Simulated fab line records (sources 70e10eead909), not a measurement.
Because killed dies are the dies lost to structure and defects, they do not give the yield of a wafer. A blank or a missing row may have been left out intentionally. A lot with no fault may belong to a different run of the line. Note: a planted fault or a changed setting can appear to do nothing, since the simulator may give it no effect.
Struck lot and sound lot, side by side    flow nand harc    22 steps out of a route of 1159
Sound: wafers L866.3, L866.4, L866.6. The struck wafers were L887.4, L887.5, L887.6. At the end, the cause is stated.
For every step that has rows: the tool of each side, followed by ch and its chambers, followed by its first start. Under that, the readings that differ: sound wafers    struck wafers    difference of the means    sigmas: that difference in standard deviations of wafers without a fault.
alike: a reading whose means differ by less than 2 such deviations, as well as words and numbers matching on both sides. not compared: withheld readings; readings where some wafer has no value; bounds like >300 that might hide an equal value; numbers whose values overlap and for which the record gives no deviation.
A row with sigmas, a row that says differs or no value, or rows on one side alone: a step with any of these is where the two part. Numbers that don't overlap but have no deviation are shown without sigmas and don't part them. Lack of a reading on every wafer of one side parts them only where that side has two or more wafers.

first, 1 step without rows for these wafers: NHARC_A_CONTACT_STRIP_27 (strips in post etch residue remover, time 600 s).
NHARC_A_CONTACT_ALD_18: deposits TiN, target thk 3 nm, pulse time 1 s, ald cycles 150.
  sound on ald metal-02 ch 0,1,2, day 17 13:35; struck on ald metal-01 ch 1,2,3, day 22 04:33
  alike: heater power w, precursor pulse height rel
NHARC_A_CONTACT_CVD_19: deposits W, target thk 300 nm, time 802 s.
  sound on cvd w-01 ch 0,1; struck on cvd w-02 ch 0,1
  alike: heater power w, throttle valve pct
NHARC_A_CONTACT_CMP_20: polishes, t overpolish 30 s, target thk 300 nm.
  sound on cmp-03 ch 0,1,3, day 17 16:56; struck on cmp-01 ch 0,1,2, day 22 06:03
reading                 sound           struck          difference  sigmas
time to endpoint s (s)  58.9 64.1 60.2  54.8 53.2 58.3  -5.6        -2
  alike: motor current A, overpolish run s, slurry filter dp kPa
after that, 1 step had no rows for these wafers: NHARC_A_CONTACT_SRD_22.
NHARC_A_CONTACT_INSPECT_23:
  sound on defect inspect-01, day 17 17:19; struck on defect inspect-01, day 22 06:23
  alike: raw defect count
then, 5 steps without rows for these wafers: NHARC_A_BLC_DEHYDRATE_00 (time 120 s); NHARC_A_BLC_HMDS_01 (time 30 s); NHARC_A_BLC_COAT_02 (time 75 s); NHARC_A_BLC_COAT_03 (time 65 s); NHARC_A_BLC_COAT_04 (resist thk 90 nm).
NHARC_A_BLC_SOFTBAKE_05: time 55 s.
  sound on litho track-01 ch 0, day 17 17:00; struck on litho track-01 ch 0, day 22 06:00
reading                   sound                 struck                difference  sigmas
heater power total W (W)  188.37 188.43 188.37  166.90 166.94 166.91  -21.47      -99 or more
  alike: exhaust pa
then, 4 steps without rows for these wafers: NHARC_A_BLC_EBR_06; NHARC_A_BLC_EXPOSE_07 (exposes mask A BLC, target cd 100 nm); NHARC_A_BLC_PEB_08 (peb time 65 s); NHARC_A_BLC_DEVELOP_09 (develop time 35 s).
NHARC_A_BLC_CD_MEAS_10: target cd 100 nm.
  sound on cd sem-02 ch 0, day 17 17:50; struck on cd sem-02 ch 0, day 22 06:54
  alike: cd nm
NHARC_A_BLC_OVL_MEAS_11:
  sound on overlay-02, day 17 17:55; struck on overlay-02, day 22 06:59
  alike: overlay x nm, overlay y nm
NHARC_A_BLC_INSPECT_12:
  sound on defect inspect-02, day 17 17:57; struck on defect inspect-02, day 22 07:01
  alike: raw defect count
NHARC_A_BLC_DESCUM_15: chemistry O2, time 3 s.
  sound on rie diel-10 ch 1,3, day 17 18:01; struck on rie diel-10 ch 1,2,3, day 22 07:05
reading                 sound              struck           difference  sigmas
model.A_BLC.cd nm (nm)  100.1 99.84 100.4  101.1 101 101.3  +1.0        
  alike: drypump motor current A, oes product au, rf vpp V, showerhead plenum p Torr, throttle valve pct
  not compared: rf hours counter h
NHARC_A_BLC_ETCH_16: etches the open film in CF4, target depth 39 nm, time 65 s.
  sound on rie diel-10 ch 0,1,2, day 17 18:06; struck on rie diel-10 ch 0,1, day 22 07:10
reading                 sound              struck             difference  sigmas
model.A_BLC.cd nm (nm)  99.84 100.1 100.4  101.3 101.1 101.5  +1.2        
  alike: bias w, drypump motor current A, oes product au, rf vpp V, showerhead plenum p Torr, throttle valve pct
  not compared: rf hours counter h
NHARC_A_BLC_ETCH_17: etches the open film in N2/H2, target depth 390 nm, time 609.38 s.
  sound on rie diel-10 ch 0,1,3; struck on rie diel-10 ch 0,1,3
  alike: bias w, drypump motor current A, oes product au, rf vpp V, showerhead plenum p Torr, throttle valve pct
  not compared: rf hours counter h

## WHERE THEY PART
First at NHARC_A_CONTACT_CMP_20; last, within this record, at NHARC_A_BLC_SOFTBAKE_05. Later steps at which nothing parts them and some readings are alike: NHARC_A_BLC_CD_MEAS_10, NHARC_A_BLC_OVL_MEAS_11, NHARC_A_BLC_INSPECT_12, NHARC_A_BLC_DESCUM_15, NHARC_A_BLC_ETCH_16, NHARC_A_BLC_ETCH_17.

WHY: the cause the simulator had injected
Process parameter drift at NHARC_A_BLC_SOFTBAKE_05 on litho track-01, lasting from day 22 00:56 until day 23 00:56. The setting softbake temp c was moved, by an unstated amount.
